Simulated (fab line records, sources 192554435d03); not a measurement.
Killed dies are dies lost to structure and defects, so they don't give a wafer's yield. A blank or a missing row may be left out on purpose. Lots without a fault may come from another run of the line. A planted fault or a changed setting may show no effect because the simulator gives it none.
Chamber matching | flow n5_finfet | N5_BEOL_M8_STRIP_67 on rie_diel-01: 3 sister chambers
The step strips in CF4. 6 wafers are shown with their chamber, then 6 later ones without.

WAFERS WITH THEIR CHAMBER
wafer  | chamber | throttle_valve_pct (%) | oes_product_au (a.u.)
L081.5 | 0       | 13.53                  | 0.78
L084.3 | 0       | 13.54                  | 0.77
L086.1 | 1       | 13.52                  | 0.82
L086.5 | 1       | 13.54                  | 0.82
L087.4 | 2       | 13.45                  | 0.84
L087.5 | 2       | 13.45                  | 0.84

WAFERS WITHOUT THEIR CHAMBER
wafer  | throttle_valve_pct (%) | oes_product_au (a.u.)
L087.6 | 13.55                  | 0.82
L090.5 | 13.46                  | 0.83
L090.6 | 13.57                  | 0.82
L094.2 | 13.56                  | 0.80
L094.4 | 13.48                  | 0.82
L094.5 | 13.58                  | 0.80

WHICH CHAMBER EACH WENT THROUGH
wafer  | from the rows above     | in truth
L087.6 | 1                       | 1
L090.5 | 2                       | 2
L090.6 | 1                       | 1
L094.2 | can't be placed: 1 or 0 | 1
L094.4 | can't be placed: 1 or 2 | 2
L094.5 | can't be placed: 1 or 0 | 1
Placed correctly: 3 of 6. Can't be placed from these rows: 3 (the true chamber is among the candidates in 3). Placed wrongly: 0.
How it was worked out, from the rows above alone: a wafer's distance from a chamber is the root of the sum, over the readings, of the square of ((its reading less the chamber's mean) divided by the reading's scatter). The wafer belongs to the nearest chamber; if the next one is less than 2 further off, it can't be placed. A chamber's mean is the mean of its shown wafers. The scatter: the root of (the sum of the squares of (reading less its chamber's mean) over the shown wafers, divided by (wafers less chambers)).
